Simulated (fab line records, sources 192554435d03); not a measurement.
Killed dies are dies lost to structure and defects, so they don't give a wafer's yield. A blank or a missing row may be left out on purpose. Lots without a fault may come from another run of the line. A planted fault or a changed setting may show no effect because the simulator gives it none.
Chamber matching | flow n5_finfet | N5_SPACER0_ALD_08 on ald_sin-04: 4 sister chambers
The step deposits SiNx, target thk 2 nm. 16 wafers are shown with their chamber, then 8 later ones without.

WAFERS WITH THEIR CHAMBER
wafer  | chamber | heater_power_outer_w (W) | heater_power_w (W)
L080.1 | 2       | 511                      | 856
L080.3 | 0       | 603                      | 960
L080.4 | 3       | 435                      | 697
L081.2 | 2       | 518                      | 870
L081.4 | 0       | 617                      | 972
L081.6 | 1       | 535                      | 792
L082.2 | 3       | 439                      | 694
L082.3 | 1       | 552                      | 809
L082.6 | 1       | 552                      | 825
L088.1 | 1       | 557                      | 820
L088.2 | 2       | 504                      | 849
L088.3 | 3       | 431                      | 697
L091.3 | 2       | 510                      | 858
L091.4 | 3       | 432                      | 709
L091.6 | 0       | 618                      | 990
L092.1 | 3       | 434                      | 710

SIGNATURES (means of the wafers above)
reading              | chamber 0 | chamber 1 | chamber 2 | chamber 3 | scatter within a chamber
heater_power_outer_w | 612.67    | 549.00    | 510.75    | 434.20    | 6.81
heater_power_w       | 974.00    | 811.50    | 858.25    | 701.40    | 11.4
Rule: a wafer's distance from a chamber is the root of the sum, over the readings, of the square of ((its reading less the chamber's mean) divided by the reading's scatter). The wafer belongs to the nearest chamber; if the next one is less than 2 further off, it can't be placed. The scatter: the root of (the sum of the squares of (reading less its chamber's mean) over the shown wafers, divided by (wafers less chambers)).

WAFERS WITHOUT THEIR CHAMBER
wafer  | heater_power_outer_w (W) | heater_power_w (W)
L092.3 | 549                      | 824
L092.6 | 435                      | 716
L096.1 | 604                      | 1013
L096.3 | 541                      | 813
L096.5 | 556                      | 824
L097.3 | 505                      | 851
L097.4 | 551                      | 794
L097.6 | 433                      | 707

WHICH CHAMBER EACH WENT THROUGH
wafer  | from the rows above | in truth
L092.3 | 1                   | 1
L092.6 | 3                   | 3
L096.1 | 0                   | 0
L096.3 | 1                   | 1
L096.5 | 1                   | 1
L097.3 | 2                   | 2
L097.4 | 1                   | 1
L097.6 | 3                   | 3
Placed correctly: 8 of 8. Can't be placed from these rows: 0. Placed wrongly: 0.
